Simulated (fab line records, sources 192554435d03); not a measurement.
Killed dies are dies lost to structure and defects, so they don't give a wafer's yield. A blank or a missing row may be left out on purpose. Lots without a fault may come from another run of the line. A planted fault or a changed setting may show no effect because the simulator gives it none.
Chamber matching | flow n5_finfet | N5_FIN_CUT_CUT_ETCH_28 on rie_si-05: 4 sister chambers
The step etches Si in HBr/Cl2/O2, target depth 6 nm, time 2.4 s. 20 wafers are shown with their chamber, then 10 later ones without.

WAFERS WITH THEIR CHAMBER
wafer  | chamber | drypump_motor_current_A (A) | throttle_valve_pct (%) | oes_product_au (a.u.)
L074.1 | 2       | 4.9                         | 36.73                  | 0.992
L074.2 | 3       | 6.1                         | 36.74                  | 0.994
L074.3 | 1       | 5.8                         | 36.71                  | 0.990
L076.1 | 0       | 6.0                         | 36.84                  | 1.010
L076.2 | 3       | 6.1                         | 36.73                  | 0.993
L076.3 | 1       | 5.8                         | 36.72                  | 0.995
L076.4 | 2       | 4.9                         | 36.71                  | 0.996
L076.5 | 0       | 6.0                         | 36.86                  | 1.002
L076.6 | 3       | 6.1                         | 36.75                  | 0.993
L077.1 | 2       | 4.9                         | 36.73                  | 0.992
L077.5 | 1       | 5.8                         | 36.69                  | 0.999
L077.6 | 2       | 4.9                         | 36.72                  | 0.999
L080.1 | 2       | 4.9                         | 36.71                  | 0.995
L080.3 | 3       | 6.1                         | 36.73                  | 0.984
L080.5 | 2       | 4.9                         | 36.72                  | 0.991
L082.1 | 1       | 5.8                         | 36.69                  | 0.999
L082.4 | 0       | 6.0                         | 36.84                  | 1.014
L082.5 | 0       | 6.0                         | 36.85                  | 1.011
L084.1 | 0       | 6.0                         | 36.85                  | 1.014
L084.4 | 1       | 5.7                         | 36.70                  | 0.998

SIGNATURES (means of the wafers above)
reading                 | chamber 0 | chamber 1 | chamber 2 | chamber 3 | scatter within a chamber
drypump_motor_current_A | 6.000     | 5.780     | 4.900     | 6.100     | 0.0224
throttle_valve_pct      | 36.8480   | 36.7020   | 36.7200   | 36.7375   | 0.0101
oes_product_au          | 1.01020   | 0.99620   | 0.99417   | 0.99100   | 0.0041
Rule: a wafer's distance from a chamber is the root of the sum, over the readings, of the square of ((its reading less the chamber's mean) divided by the reading's scatter). The wafer belongs to the nearest chamber; if the next one is less than 2 further off, it can't be placed. The scatter: the root of (the sum of the squares of (reading less its chamber's mean) over the shown wafers, divided by (wafers less chambers)).

WAFERS WITHOUT THEIR CHAMBER
wafer  | drypump_motor_current_A (A) | throttle_valve_pct (%) | oes_product_au (a.u.)
L084.5 | 4.9                         | 36.72                  | 0.995
L090.1 | 6.0                         | 36.84                  | 1.005
L090.2 | 5.8                         | 36.70                  | 1.003
L090.3 | 4.9                         | 36.74                  | 0.991
L091.1 | 5.8                         | 36.69                  | 1.001
L091.4 | 6.0                         | 36.84                  | 1.019
L091.6 | 4.9                         | 36.71                  | 0.995
L095.2 | 6.1                         | 36.72                  | 0.992
L095.3 | 4.9                         | 36.72                  | 0.987
L095.6 | 4.9                         | 36.71                  | 0.995

WHICH CHAMBER EACH WENT THROUGH
wafer  | from the rows above | in truth
L084.5 | 2                   | 2
L090.1 | 0                   | 0
L090.2 | 1                   | 1
L090.3 | 2                   | 2
L091.1 | 1                   | 1
L091.4 | 0                   | 0
L091.6 | 2                   | 2
L095.2 | 3                   | 3
L095.3 | 2                   | 2
L095.6 | 2                   | 2
Placed correctly: 10 of 10. Can't be placed from these rows: 0. Placed wrongly: 0.
